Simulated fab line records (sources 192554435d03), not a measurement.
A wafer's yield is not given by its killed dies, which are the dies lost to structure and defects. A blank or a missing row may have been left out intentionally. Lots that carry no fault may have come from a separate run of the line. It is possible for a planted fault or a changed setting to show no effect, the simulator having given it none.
fab line records | flow n5_finfet
record: lots: 6 wafers: 18 last_day: 17
route steps=1938 shown BEOL_M15@1782 PASSIVATION@1936
lots that met no fault: taken from a fault-free run of the same line
start_h: hours from the record's first day to the start of the lot's first wafer shown | wait_h: hours from the lot's prior step to this one | " repeats the value in the row above | L1.1+2: several wafers, shown together as one row | - no value, or no start given | * or withheld: withheld | < > ~ a bound
route shown NAME@n: a module of which the file shows steps, and the number in the route of the first | usual: mean/standard deviation taken from wafers without a fault | same: alike in all rows | chamber/n: place in a boat | sites: readings site by site | _std_site: the standard deviation of these | _edge_site: the outer-site mean with the inner-site mean subtracted | radius_mm: for every site, how far away it sits from the centre of the wafer | mask NAME#n: copy n | behind: the most recent tool/chamber to have shaped the wafer | hold: the reason the lot was held/the length of the hold in hours/how it ended | device: transistor that didn't switch, given as n, p or np | end of line: the route-end tests of the same wafers | a step without rows: its recipe alone | killed: the dies lost at the first sort to structure and to defects; this is not the yield of the wafer | map: per-die view of a wafer (x killed, . not killed, _ where there is no die)
set.NAME: setting as actually run; set.NAME@STEP: the setting as run at that earlier step | model.NAME: the simulator's own value behind a step, which no gauge read
lots seen at some steps along the route; tables by step, rows by wafer
services: the hour from which a tool's chamber was out of use, counted from the record's first day as start_h (under 0 if before that day), plus the number of hours and why
== steps ==
step: N5_BEOL_M15_HARDBAKE_14
recipe: temp_c: 130 time_s: 120
step: N5_BEOL_M15_CD_MEAS_10
recipe: target_cd_nm: 360 landing_energy_ev: 500 detector: se_inlens polarity: opening
usual: cd_nm: 360.9/1.4
columns lot.wafer tool chamber start_h wait_h cd_nm
L264.2 cd_sem-01 0 264.97 - 359.5
L264.4 " 0 " " 359.6
L264.6 " 0 " " 358.4
L272.4 cd_sem-01 0 297.17 - 363.1
L272.5 " 0 " " 363.5
L272.6 " 0 " " 362.3
L275.3 cd_sem-02 0 319.68 - 362.6
L275.4 " 0 " " 361.0
L275.6 " 0 " " 360.5
L276.1 cd_sem-02 0 329.02 - 361.3
L276.2 " 0 " " 360.2
L276.5 " 0 " " 362.8
L277.2 cd_sem-03 0 334.86 - 360.6
L277.5 " 0 " " 361.4
L277.6 " 0 " " 363.2
L285.1 cd_sem-03 0 386.32 - 360.6
L285.3 " 0 " " 359.9
L285.6 " 0 " " 362.2
step: N5_BEOL_M15_OVL_MEAS_11
recipe: points_per_wafer: 44
usual: V14_OVL: 1/5.3
same: points_per_wafer: 44
columns lot.wafer tool chamber start_h wait_h V14_OVL[nm]
L264.2 overlay-01 0 265.00 0.0 -6
L264.4 " 0 " " -6
L264.6 " 0 " " -10
L272.4 overlay-01 0 297.20 0.0 2
L272.5 " 0 " " -1
L272.6 " 0 " " 9
L275.3 overlay-01 0 319.73 0.0 -7
L275.4 " 0 " " -3
L275.6 " 0 " " -5
L276.1 overlay-01 0 329.06 0.0 3
L276.2 " 0 " " -1
L276.5 " 0 " " -2
L277.2 overlay-01 0 334.89 0.0 2
L277.5 " 0 " " 13
L277.6 " 0 " " 6
L285.1 overlay-02 0 386.35 0.0 2
L285.3 " 0 " " 1
L285.6 " 0 " " 5
step: N5_BEOL_M15_INSPECT_12
recipe: mode: adi inspect_instrument: macro
usual: raw_defect_count: 2.0/1.4
columns lot.wafer tool chamber start_h wait_h raw_defect_count
L264.2 defect_inspect-02 - 265.02 0.0 2
L264.4 " - " " 0
L264.6 " - " " 1
L272.4 defect_inspect-02 - 297.22 0.0 2
L272.5 " - " " 2
L272.6 " - " " 2
L275.3 defect_inspect-01 - 319.75 0.0 2
L275.4 " - " " 2
L275.6 " - " " 2
L276.1 defect_inspect-02 - 329.08 0.0 2
L276.2 " - " " 0
L276.5 " - " " 3
L277.2 defect_inspect-02 - 334.91 0.0 4
L277.5 " - " " 1
L277.6 " - " " 0
L285.1 defect_inspect-01 - 386.37 0.0 1
L285.3 " - " " 1
L285.6 " - " " 1
step: N5_BEOL_M15_DESCUM_15
recipe: chemistry: O2 time_s: 7.9 source_power_w: 50 bias_power_w: 20 pressure_mtorr: 20 rf_frequency_hz: 2.712e+07 temp_c: 40 o2_flow_sccm: 225
usual: drypump_motor_current_A: 5.85/0.22 oes_product_au: 0.80/0.095 rf_vpp_V: 243.0/1.6 showerhead_plenum_p_Torr: 2.09/0.086 throttle_valve_pct: 20.50/0.25
columns lot.wafer tool chamber start_h wait_h drypump_motor_current_A oes_product_au rf_hours_counter_h rf_vpp_V showerhead_plenum_p_Torr throttle_valve_pct
L264.2 rie_diel-04 1 265.05 0.0 6.03 0.83 103 241.3 2.03 20.20
L264.4 " 2 " " 5.61 0.87 - 245.1 2.22 20.11
L264.6 " 3 " " 6.19 0.72 - 242.0 2.07 20.77
L272.4 rie_diel-03 2 297.26 0.0 5.71 0.73 191 246.2 2.18 20.68
L272.5 " 3 " " 5.78 0.89 - 243.4 2.23 20.15
L272.6 " 0 " " 6.27 0.70 - 241.3 2.08 20.80
L275.3 rie_diel-05 3 320.13 0.4 5.99 0.71 193 242.2 1.99 20.65
L275.4 " 1 " " 5.67 0.93 24 242.3 2.06 20.20
L275.6 " 2 " " 5.81 0.82 - 244.3 2.21 20.70
L276.1 rie_diel-03 1 329.11 0.0 5.58 0.71 218 241.6 1.99 20.58
L276.2 " 3 " " 5.77 0.87 43 245.7 2.22 20.19
L276.5 " 0 " " 6.30 0.69 - 242.6 2.07 20.83
L277.2 rie_diel-05 3 335.02 0.1 5.96 0.71 197 239.7 1.99 20.66
L277.5 " 3 " " 5.97 0.72 - 241.4 1.99 20.66
L277.6 " 0 " " 5.81 0.90 - 242.5 2.05 20.55
L285.1 rie_diel-05 2 386.41 0.0 5.83 0.80 120 246.1 2.21 20.73
L285.3 " 0 " " 5.82 0.88 31 242.2 2.05 20.56
L285.6 " 0 " " 5.82 0.88 - 240.9 2.05 20.58
step: N5_BEOL_M15_ETCH_59
recipe: chemistry: N2/H2 target: BARC target_depth_a: 890 overetch_a: 267 time_s: 67.9 ion_energy_ev: 200 pressure_mtorr: 30 source_w: 840 bias_w: 150 n2_flow_sccm: 200 h2_flow_sccm: 200
step: N5_BEOL_M15_VIA_ETCH_16
recipe: chemistry: C4F8/O2/Ar target: SiO2 he_inner_torr: 15 he_outer_torr: 30 target_depth_a: 17922 time_s: withheld ion_energy_ev: 800 pressure_mtorr: 20 source_w: 1905 bias_w: 2040 Ar_flow_sccm: 400 C4F8_flow_sccm: 16 O2_flow_sccm: 12 ends: cleared
usual: drypump_motor_current_A: 5.86/0.22 oes_product_au: 0.72/0.084 rf_vpp_V: 2207/36 showerhead_plenum_p_Torr: 3.44/0.13 throttle_valve_pct: 31.02/0.22
columns lot.wafer tool chamber start_h wait_h drypump_motor_current_A oes_product_au rf_vpp_V showerhead_plenum_p_Torr throttle_valve_pct
L264.2 rie_diel-04 1 265.14 0.0 6.03 0.74 2192 3.34 30.70
L264.4 " 2 " " 5.64 0.77 2202 3.66 30.80
L264.6 " 3 " " 6.22 0.65 2209 3.42 31.28
L272.4 rie_diel-03 2 297.34 0.0 5.69 0.66 2275 3.53 30.86
L272.5 " 3 " " 5.81 0.81 2275 3.65 30.71
L272.6 " 0 " " 6.26 0.63 2268 3.40 31.14
L275.3 rie_diel-05 3 320.22 0.0 6.01 0.64 2202 3.31 31.13
L275.4 " 1 " " 5.68 0.83 2176 3.39 30.78
L275.6 " 2 " " 5.79 0.74 2156 3.63 31.34
L276.1 rie_diel-03 1 329.20 0.0 5.62 0.64 2190 3.29 31.03
L276.2 " 3 " " 5.77 0.79 2273 3.65 30.71
L276.5 " 0 " " 6.31 0.63 2267 3.39 31.16
L277.2 rie_diel-05 3 335.11 0.0 6.01 0.64 2203 3.31 31.13
L277.5 " 3 " " 6.01 0.64 2201 3.31 31.17
L277.6 " 0 " " 5.84 0.81 2199 3.38 31.08
L285.1 rie_diel-05 2 386.49 0.0 5.80 0.72 2157 3.62 31.37
L285.3 " 0 " " 5.80 0.79 2200 3.37 31.09
L285.6 " 0 " " 5.82 0.79 2199 3.37 31.10
step: N5_BEOL_M15_STRIP_63
recipe: chemistry: O2 power_w: 600 temp_c: 60 pressure_mtorr: 30 rf_frequency_hz: 6e+07 bias_power_w: 0 overash_fraction: 0.3 o2_flow_sccm: 225
usual: drypump_motor_current_A: 5.85/0.22 oes_product_au: 0.80/0.094 rf_vpp_V: 3.6/0.66 showerhead_plenum_p_Torr: 2.10/0.086 throttle_valve_pct: 16.73/0.26
columns lot.wafer tool chamber start_h wait_h drypump_motor_current_A oes_product_au rf_hours_counter_h rf_vpp_V showerhead_plenum_p_Torr throttle_valve_pct
L264.2 rie_diel-04 1 - - 5.98 0.84 103 5.2 2.03 16.44
L264.4 " 2 " " 5.66 0.88 - 3.1 2.22 16.30
L264.6 " 3 " " 6.22 0.72 - 4.3 2.07 17.00
L272.4 rie_diel-03 2 - - 5.73 0.75 191 3.7 2.18 16.92
L272.5 " 3 " " 5.77 0.90 - 4.5 2.23 16.39
L272.6 " 0 " " 6.25 0.70 - 3.7 2.08 17.05
L275.3 rie_diel-05 3 - - 5.99 0.72 194 3.5 2.00 16.92
L275.4 " 1 " " 5.67 0.93 24 2.8 2.06 16.37
L275.6 " 2 " " 5.79 0.83 - 3.2 2.22 16.86
L276.1 rie_diel-03 1 - - 5.61 0.72 219 4.1 2.00 16.90
L276.2 " 3 " " 5.78 0.87 43 3.3 2.23 16.42
L276.5 " 0 " " 6.28 0.69 - 4.2 2.08 17.07
L277.2 rie_diel-05 3 - - 6.03 0.72 197 3.9 2.00 16.97
L277.5 " 3 " " 6.02 0.70 - 2.5 2.00 16.94
L277.6 " 0 " " 5.83 0.91 - 3.8 2.06 16.73
L285.1 rie_diel-05 2 - - 5.82 0.80 120 3.7 2.21 16.90
L285.3 " 0 " " 5.82 0.87 32 2.5 2.05 16.78
L285.6 " 0 " " 5.82 0.87 - 4.2 2.05 16.73
step: N5_BEOL_M15_STRIP_64
recipe: chemistry: O2 power_w: 600 temp_c: 60 pressure_mtorr: 30 rf_frequency_hz: 6e+07 bias_power_w: 0 overash_fraction: 0.3 o2_flow_sccm: 225
usual: drypump_motor_current_A: 5.85/0.22 oes_product_au: 0.80/0.093 rf_vpp_V: 3.7/0.49 showerhead_plenum_p_Torr: 2.10/0.086 throttle_valve_pct: 16.73/0.26
columns lot.wafer tool chamber start_h wait_h drypump_motor_current_A oes_product_au rf_hours_counter_h rf_vpp_V showerhead_plenum_p_Torr throttle_valve_pct
L264.2 rie_diel-04 1 - - 6.02 0.83 103 3.4 2.03 16.44
L264.4 " 2 " " 5.61 0.87 - 3.6 2.22 16.33
L264.6 " 3 " " 6.22 0.72 - 3.9 2.07 17.00
L272.4 rie_diel-03 2 - - 5.72 0.74 191 4.8 2.18 16.92
L272.5 " 3 " " 5.81 0.89 - 3.8 2.23 16.40
L272.6 " 0 " " 6.31 0.71 - 3.8 2.08 17.04
L275.3 rie_diel-05 3 - - 6.01 0.72 194 3.4 2.00 16.95
L275.4 " 1 " " 5.68 0.93 24 3.6 2.06 16.38
L275.6 " 2 " " 5.82 0.83 - 3.9 2.22 16.87
L276.1 rie_diel-03 1 - - 5.55 0.71 219 4.4 2.00 16.88
L276.2 " 3 " " 5.77 0.88 43 3.8 2.23 16.43
L276.5 " 0 " " 6.28 0.69 - 3.2 2.08 17.08
L277.2 rie_diel-05 3 - - 6.00 0.71 197 3.4 2.00 16.96
L277.5 " 3 " " 5.98 0.72 - 3.4 2.00 16.94
L277.6 " 0 " " 5.83 0.91 - 4.1 2.06 16.74
L285.1 rie_diel-05 2 - - 5.81 0.79 120 4.7 2.21 16.89
L285.3 " 0 " " 5.79 0.87 32 4.1 2.05 16.73
L285.6 " 0 " " 5.81 0.89 - 3.9 2.05 16.74
step: N5_BEOL_M15_STRIP_65
recipe: chemistry: post_etch_residue_remover time_s: 60 temp_c: 25 remover_ph: withheld remover_water_wt_pct: withheld remover_fluoride_wt_pct: withheld
step: N5_BEOL_M15_SRD_66
recipe: time_s: 30 temp_c: 23 rinse_liquid: diw dry: n2_spin spin_rpm: 1500 dry_time_s: 30
step: N5_BEOL_M15_CD_MEAS_17
recipe: target_cd_nm: 360 polarity: opening
usual: cd_nm: 362.5/2.1
columns lot.wafer tool chamber start_h wait_h cd_nm
L264.2 cd_sem-01 - 265.55 0.0 361.6
L264.4 " - " " 361.2
L264.6 " - " " 358.5
L272.4 cd_sem-02 - 297.76 0.0 365.1
L272.5 " - " " 365.3
L272.6 " - " " 365.2
L275.3 cd_sem-02 - 320.63 0.0 362.3
L275.4 " - " " 361.1
L275.6 " - " " 362.6
L276.1 cd_sem-01 - 329.61 0.0 361.8
L276.2 " - " " 360.4
L276.5 " - " " 366.4
L277.2 cd_sem-02 - 335.52 0.0 359.5
L277.5 " - " " 361.6
L277.6 " - " " 365.7
L285.1 cd_sem-03 - 386.91 0.0 363.8
L285.3 " - " " 363.1
L285.6 " - " " 365.4
step: N5_BEOL_M15_COAT_56
recipe: resist: SOC temp_c: 250 time_s: 60 spin_rpm: 1500 resist_thk_nm: 550
usual: dispense_pressure_kPa: 47.1/1.5 heater_power_total_W: 500.5/1.8 plate_temp_C: 250.02/0.17
columns lot.wafer tool chamber start_h wait_h dispense_pressure_kPa heater_power_total_W plate_temp_C
L264.2 litho_track-03 0 265.59 0.0 48.6 498.7 250.07
L264.4 " 0 " " 48.6 497.8 250.20
L264.6 " 0 " " 48.6 498.7 250.22
L272.4 litho_track-04 0 297.80 0.0 48.0 529.4 260.19
L272.5 " 0 " " 47.9 526.4 260.28
L272.6 " 0 " " 48.0 529.7 260.46
L275.3 litho_track-04 0 320.68 0.0 48.0 527.4 260.61
L275.4 " 0 " " 48.0 529.4 260.67
L275.6 " 0 " " 48.0 525.8 260.41
L276.1 litho_track-01 0 329.65 0.0 45.2 503.3 250.20
L276.2 " 0 " " 45.1 500.0 249.95
L276.5 " 0 " " 45.2 503.2 250.07
L277.2 litho_track-01 0 335.56 0.0 45.2 499.6 249.81
L277.5 " 0 " " 45.1 500.4 249.98
L277.6 " 0 " " 45.1 500.8 249.83
L285.1 litho_track-04 0 386.94 0.0 48.0 499.2 249.83
L285.3 " 0 " " 48.0 501.0 250.15
L285.6 " 0 " " 48.0 498.9 249.96
step: N5_BEOL_M15_ETCH_57
recipe: chemistry: N2/H2 target: SOC source_w: 3000 bias_w: 350 time_s: 750 ion_energy_ev: 200 pressure_mtorr: 30 n2_flow_sccm: 200 h2_flow_sccm: 200
usual: drypump_motor_current_A: 5.84/0.23 h2_flow_sccm: 200.0/0.66 oes_product_au: 0.78/0.085 rf_vpp_V: 523.8/3 showerhead_plenum_p_Torr: 2.55/0.1 throttle_valve_pct: 17.88/0.26
columns lot.wafer tool chamber start_h wait_h drypump_motor_current_A h2_flow_sccm oes_product_au rf_hours_counter_h rf_vpp_V showerhead_plenum_p_Torr throttle_valve_pct
L264.2 rie_diel-03 1 265.75 - 5.59 199.9 0.74 201 520.4 2.43 18.11
L264.4 " 3 " " 5.78 199.7 0.91 23 527.3 2.70 17.44
L264.6 " 3 " " 5.79 200.2 0.91 - 528.6 2.70 17.44
L272.4 rie_diel-03 2 297.85 - 5.71 200.6 0.73 191 526.9 2.61 17.88
L272.5 " 2 " " 5.70 199.6 0.72 - 525.3 2.61 17.88
L272.6 " 1 " " 5.57 199.7 0.72 - 520.9 2.43 18.13
L275.3 rie_diel-03 3 320.75 - 5.76 199.1 0.88 41 528.8 2.69 17.48
L275.4 " 0 " " 6.30 200.0 0.69 - 523.5 2.51 18.15
L275.6 " 3 " " 5.77 200.2 0.89 - 527.5 2.69 17.48
L276.1 rie_diel-04 3 329.71 - 6.21 201.0 0.71 220 523.8 2.52 18.15
L276.2 " 2 " " 5.61 199.1 0.85 42 527.2 2.69 17.44
L276.5 " 3 " " 6.22 200.6 0.72 - 522.6 2.52 18.15
L277.2 rie_diel-03 3 335.62 - 5.78 201.6 0.87 45 527.4 2.69 17.49
L277.5 " 2 " " 5.72 200.6 0.72 - 525.4 2.61 17.89
L277.6 " 1 " " 5.56 200.4 0.72 - 519.2 2.42 18.14
L285.1 rie_diel-05 0 387.02 - 5.80 199.9 0.89 32 522.6 2.49 17.84
L285.3 " 1 " " 5.68 200.7 0.89 45 522.7 2.48 17.58
L285.6 " 3 " " 6.01 200.5 0.70 - 519.9 2.41 17.93
step: N5_PASSIVATION_PROBE_49
usual: defect_limited_yield: 91.0/1.5 killed_at_M0_to_M3: 34/11 killed_at_M4_up: 14/5.3 killed_at_contacts: 13/7 killed_at_front_end: 41/13 killed_at_other: 4/3.1 killed_dies: 106/17 killed_on_rim: 14/3.9 killed_open: 70/12 killed_short: 35/8 sort_bin_5_function: 5.2/0.98 sort_bin_6_memory: 3.4/0.69 sort_n_pass: 1074/17 sort_yield_pct: 91.0/1.5
same: gross_dies: 1180 killed_at_back_side: 0 sort_bin_4_leakage[%]: 0 sort_bin_8_speed[%]: 0
columns lot.wafer tool chamber start_h wait_h defect_limited_yield[%] killed_at_M0_to_M3 killed_at_M4_up killed_at_contacts killed_at_front_end killed_at_other killed_dies killed_on_rim killed_open killed_short sort_bin_5_function[%] sort_bin_6_memory[%] sort_n_pass sort_yield_pct[%]
L264.2 prober-01 - 287.08 0.2 85.3 46 20 28 72 8 174 20 106 66 8.1 5.8 1006 85.3
L264.4 prober-01 - 287.18 0.3 91.3 42 7 13 39 2 103 17 65 38 5.2 3.3 1077 91.3
L264.6 prober-01 - 287.28 0.4 89.2 43 15 23 42 5 128 14 86 42 6.9 3.7 1052 89.2
L272.4 prober-01 - 318.06 0.2 88.1 43 5 13 76 4 141 23 101 35 6.5 4.5 1039 88.1
L272.5 prober-01 - 318.11 0.2 91.1 45 9 6 44 1 105 13 69 34 5.0 3.5 1075 91.1
L272.6 prober-01 - 318.16 0.3 89.6 43 9 9 59 3 123 20 81 42 6.4 3.3 1057 89.6
L275.3 prober-02 - 342.01 0.1 91.5 34 11 5 43 7 100 8 64 36 4.8 3.4 1080 91.5
L275.4 prober-02 - 342.06 0.2 88.8 39 19 5 49 20 132 11 89 42 5.5 5.3 1048 88.8
L275.6 prober-02 - 342.16 0.3 90.3 31 14 17 47 5 114 15 76 34 5.3 3.9 1066 90.3
L276.1 prober-02 - 348.97 0.0 89.2 60 11 19 37 0 127 15 87 39 6.4 4.1 1053 89.2
L276.2 prober-02 - 349.02 0.1 91.8 30 11 11 40 5 97 21 69 23 4.2 3.4 1083 91.8
L276.5 prober-02 - 349.17 0.2 92.5 37 14 18 13 6 88 17 63 25 4.2 3.0 1092 92.5
L277.2 prober-01 - 353.11 0.1 92.8 23 20 11 26 5 85 11 61 22 4.0 3.1 1095 92.8
L277.5 prober-01 - 353.26 0.2 91.4 28 27 10 36 1 102 11 74 26 4.4 4.1 1078 91.4
L277.6 prober-01 - 353.31 0.3 93.2 26 16 6 32 0 80 11 57 22 4.9 1.6 1100 93.2
L285.1 prober-02 - 409.81 0.0 93.4 22 9 11 34 2 78 10 56 22 4.2 2.2 1102 93.4
L285.3 prober-02 - 409.91 0.1 90.8 52 12 4 39 1 108 18 72 35 5.0 3.8 1072 90.8
L285.6 prober-02 - 410.06 0.3 91.6 29 17 10 42 1 99 4 69 30 4.2 4.0 1081 91.6
killed by level:class
L264.2 MOL_CONTACT_COAG:geometric_particle:open=21 FIN_SAQP:geometric_particle:short=16 BEOL_M4:geometric_particle:open=14 BEOL_M0_SAQP:geometric_particle:open=12 STI_FIN_REVEAL:geometric_particle:open=11 GATE_CUT:geometric_particle:short=10 BEOL_M0_SAQP:geometric_particle:short=9 FIN_SAQP:geometric_particle:open=8
L264.4 BEOL_M2:geometric_particle:open=12 MOL_CONTACT_COAG:geometric_particle:open=11 STI_FIN_REVEAL:geometric_particle:open=10 GATE_CUT:geometric_particle:short=7 BEOL_M1:geometric_particle:open=7 FIN_SAQP:geometric_particle:short=6 BEOL_M0_SAQP:geometric_particle:short=5 BEOL_M1:geometric_particle:short=5
L264.6 MOL_CONTACT_COAG:geometric_particle:open=17 STI_FIN_REVEAL:geometric_particle:open=13 FIN_SAQP:geometric_particle:open=10 BEOL_M0_SAQP:geometric_particle:open=9 BEOL_M4:geometric_particle:open=8 BEOL_M0_SAQP:geometric_particle:short=7 BEOL_M1:geometric_particle:open=7 BEOL_M2:geometric_particle:open=7
L272.4 FIN_SAQP:geometric_particle:open=23 STI_FIN_REVEAL:geometric_particle:open=16 BEOL_M0_SAQP:geometric_particle:short=13 BEOL_M0_SAQP:geometric_particle:open=11 MOL_CONTACT_COAG:geometric_particle:open=11 FIN_SAQP:geometric_particle:short=7 BEOL_M2:geometric_particle:open=7 DUMMY_GATE:geometric_particle:open=6
L272.5 FIN_SAQP:geometric_particle:open=15 BEOL_M0_SAQP:geometric_particle:open=13 BEOL_M0_SAQP:geometric_particle:short=11 BEOL_M2:geometric_particle:short=8 BEOL_M2:geometric_particle:open=8 STI_FIN_REVEAL:geometric_particle:open=5 DUMMY_GATE:geometric_particle:open=4 MOL_CONTACT_COAG:geometric_particle:open=4
L272.6 STI_FIN_REVEAL:geometric_particle:open=13 BEOL_M0_SAQP:geometric_particle:open=10 BEOL_M0_SAQP:geometric_particle:short=10 FIN_SAQP:geometric_particle:short=9 FIN_SAQP:geometric_particle:open=7 DUMMY_GATE:geometric_particle:open=7 GATE_CUT:geometric_particle:open=7 MOL_CONTACT_COAG:geometric_particle:open=7
L275.3 BEOL_M2:geometric_particle:open=9 GATE_CUT:geometric_particle:short=7 DUMMY_GATE:geometric_particle:open=5 BEOL_M3:geometric_particle:open=5 BEOL_M0_SAQP:geometric_particle:open=5 BEOL_M4:geometric_particle:open=5 STI_FIN_REVEAL:geometric_particle:open=4 ILD0:geometric_particle:open=4
L275.4 BEOL_M2:geometric_particle:open=16 FIN_SAQP:geometric_particle:short=11 FIN_SAQP:geometric_particle:open=9 BEOL_M1:geometric_particle:open=7 BEOL_M4:geometric_particle:open=7 DUMMY_GATE:geometric_particle:open=6 BEOL_M0_SAQP:geometric_particle:open=6 MIM_TOP:geometric_particle:open=6
L275.6 FIN_SAQP:geometric_particle:open=12 MOL_CONTACT_COAG:geometric_particle:open=10 FIN_SAQP:geometric_particle:short=9 STI_FIN_REVEAL:geometric_particle:open=7 DUMMY_GATE:geometric_particle:open=7 MOL_CONTACT_COAG:geometric_particle:short=7 BEOL_M1:geometric_particle:open=7 BEOL_M4:geometric_particle:open=6
L276.1 MOL_CONTACT_COAG:geometric_particle:open=17 BEOL_M0_SAQP:geometric_particle:short=17 STI_FIN_REVEAL:geometric_particle:open=14 BEOL_M3:geometric_particle:open=14 BEOL_M0_SAQP:geometric_particle:open=9 BEOL_M4:geometric_particle:open=7 BEOL_M0:geometric_particle:open=6 BEOL_M2:geometric_particle:open=5
L276.2 STI_FIN_REVEAL:geometric_particle:open=15 BEOL_M3:geometric_particle:open=11 MOL_CONTACT_COAG:geometric_particle:open=9 BEOL_M4:geometric_particle:open=8 GATE_CUT:geometric_particle:short=4 BEOL_M0_SAQP:geometric_particle:open=4 BEOL_M3:geometric_particle:short=4 HKMG_FIN:area_etch=4
L276.5 MOL_CONTACT_COAG:geometric_particle:open=18 BEOL_M0_SAQP:geometric_particle:open=13 BEOL_M0_SAQP:geometric_particle:short=7 BEOL_M1:geometric_particle:short=6 DUMMY_GATE:geometric_particle:open=4 BEOL_M4:geometric_particle:open=4 STARTING-WAFER:geometric_particle:short=4 STI_FIN_REVEAL:geometric_particle:open=3
L277.2 BEOL_M4:geometric_particle:open=12 MOL_CONTACT_COAG:geometric_particle:open=10 BEOL_M2:geometric_particle:open=9 STI_FIN_REVEAL:geometric_particle:open=6 DUMMY_GATE:geometric_particle:open=5 BEOL_M1:geometric_particle:open=4 BEOL_M3:geometric_particle:open=3 BEOL_M7:geometric_particle:open=3
L277.5 STI_FIN_REVEAL:geometric_particle:open=15 BEOL_M4:geometric_particle:open=15 MOL_CONTACT_COAG:geometric_particle:open=8 BEOL_M1:geometric_particle:open=7 BEOL_M2:geometric_particle:open=7 BEOL_M0_SAQP:geometric_particle:short=6 DUMMY_GATE:geometric_particle:open=5 STARTING-WAFER:geometric_particle:short=3
L277.6 BEOL_M2:geometric_particle:open=12 BEOL_M4:geometric_particle:open=8 STI_FIN_REVEAL:geometric_particle:open=7 MOL_CONTACT_COAG:geometric_particle:open=6 BEOL_M1:geometric_particle:open=5 FIN_SAQP:geometric_particle:open=4 BEOL_M4:geometric_particle:short=4 STARTING-WAFER:geometric_particle:open=4
L285.1 STI_FIN_REVEAL:geometric_particle:open=10 MOL_CONTACT_COAG:geometric_particle:open=9 BEOL_M2:geometric_particle:open=8 BEOL_M3:geometric_particle:open=8 FIN_SAQP:geometric_particle:short=7 FIN_SAQP:geometric_particle:open=6 BEOL_M4:geometric_particle:open=5 BEOL_M2:geometric_particle:short=3
L285.3 BEOL_M1:geometric_particle:open=13 BEOL_M3:geometric_particle:open=10 BEOL_M0_SAQP:geometric_particle:open=9 STI_FIN_REVEAL:geometric_particle:open=7 BEOL_M0_SAQP:geometric_particle:short=7 STARTING-WAFER:geometric_particle:open=6 FIN_SAQP:geometric_particle:open=5 FIN_SAQP:geometric_particle:short=4
L285.6 FIN_SAQP:geometric_particle:open=12 BEOL_M0_SAQP:geometric_particle:open=12 BEOL_M4:geometric_particle:open=12 FIN_SAQP:geometric_particle:short=10 MOL_CONTACT_COAG:geometric_particle:open=9 BEOL_M3:geometric_particle:open=6 BEOL_M0_SAQP:geometric_particle:short=5 STI_FIN_REVEAL:geometric_particle:open=4
== services ==
columns tool chamber start_h hours kind
rie_diel-04 0 248.92 19.3 repair
rie_diel-05 0 250.22 - clean
rie_diel-05 0 250.22 - consumable_replace:focus_ring
rie_diel-05 0 250.22 13.9 scheduled_down
rie_diel-05 0 250.22 13.9 vent_cycle
rie_diel-05 - 261.73 0.6 repair
rie_diel-05 - 266.08 0.8 repair
rie_diel-04 1 276.61 5.4 repair
rie_diel-04 - 281.45 0.4 repair
rie_diel-04 1 283.72 16.7 repair
rie_diel-05 1 290.76 9.6 repair
litho_track-01 - 311.30 - consumable_replace:filter
rie_diel-03 1 318.53 5.0 repair
rie_diel-04 0 325.47 51.5 repair
rie_diel-04 - 336.74 2.8 pm
rie_diel-05 0 345.20 7.0 repair
litho_track-04 - 371.94 - consumable_replace:filter
== key ==
first_sign: step: N5_BEOL_M15_COAT_56 reading: plate_temp_C direction: up sigmas: 62 usual: * struck: *
effect: step: N5_BEOL_M15_COAT_56 reading: heater_power_total_W direction: up sigmas: 16 usual: * struck: *
met_at N5_BEOL_M15_COAT_56
struck_wafers L272.4,L272.5,L272.6,L275.3,L275.4,L275.6
fault: kind: process_parameter_drift tool: litho_track-04 chamber: - onset_h: 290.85 steps: N5_BEOL_M15_COAT_56 channel: temp_c offset: * shape: step end_h: 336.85 acts_in: * stated: *
